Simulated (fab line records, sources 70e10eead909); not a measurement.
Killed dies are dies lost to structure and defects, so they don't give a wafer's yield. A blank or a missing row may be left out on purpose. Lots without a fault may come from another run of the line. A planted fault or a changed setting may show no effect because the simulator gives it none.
Chamber matching | flow nand_harc | NHARC_P_M1_PRE_CLEAN_32 on pecvd-04: 3 sister chambers
The step time 12 s. 14 wafers are shown with their chamber, then 7 later ones without.

WAFERS WITH THEIR CHAMBER
wafer  | chamber | heater_power_w (W)
L084.1 | 0       | 594
L084.3 | 2       | 722
L084.6 | 1       | 692
L090.1 | 1       | 656
L090.4 | 2       | 672
L090.6 | 0       | 575
L091.1 | 0       | 624
L091.3 | 1       | 711
L091.4 | 0       | 622
L091.2 | 2       | 657
L091.5 | 2       | 671
L091.6 | 1       | 723
L094.3 | 2       | 589
L094.5 | 2       | 598

SIGNATURES (means of the wafers above)
reading        | chamber 0 | chamber 1 | chamber 2 | scatter within a chamber
heater_power_w | 603.75    | 695.50    | 651.50    | 39.1
Rule: a wafer's distance from a chamber is the root of the sum, over the readings, of the square of ((its reading less the chamber's mean) divided by the reading's scatter). The wafer belongs to the nearest chamber; if the next one is less than 2 further off, it can't be placed. The scatter: the root of (the sum of the squares of (reading less its chamber's mean) over the shown wafers, divided by (wafers less chambers)).

WAFERS WITHOUT THEIR CHAMBER
wafer  | heater_power_w (W)
L094.6 | 663
L097.3 | 739
L097.4 | 598
L097.6 | 704
L097.1 | 710
L097.2 | 609
L097.5 | 743

WHICH CHAMBER EACH WENT THROUGH
wafer  | from the rows above          | in truth
L094.6 | can't be placed: 2 or 1 or 0 | 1
L097.3 | can't be placed: 1 or 2      | 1
L097.4 | can't be placed: 0 or 2      | 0
L097.6 | can't be placed: 1 or 2      | 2
L097.1 | can't be placed: 1 or 2      | 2
L097.2 | can't be placed: 0 or 2      | 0
L097.5 | can't be placed: 1 or 2      | 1
Placed correctly: 0 of 7. Can't be placed from these rows: 7 (the true chamber is among the candidates in 7). Placed wrongly: 0.
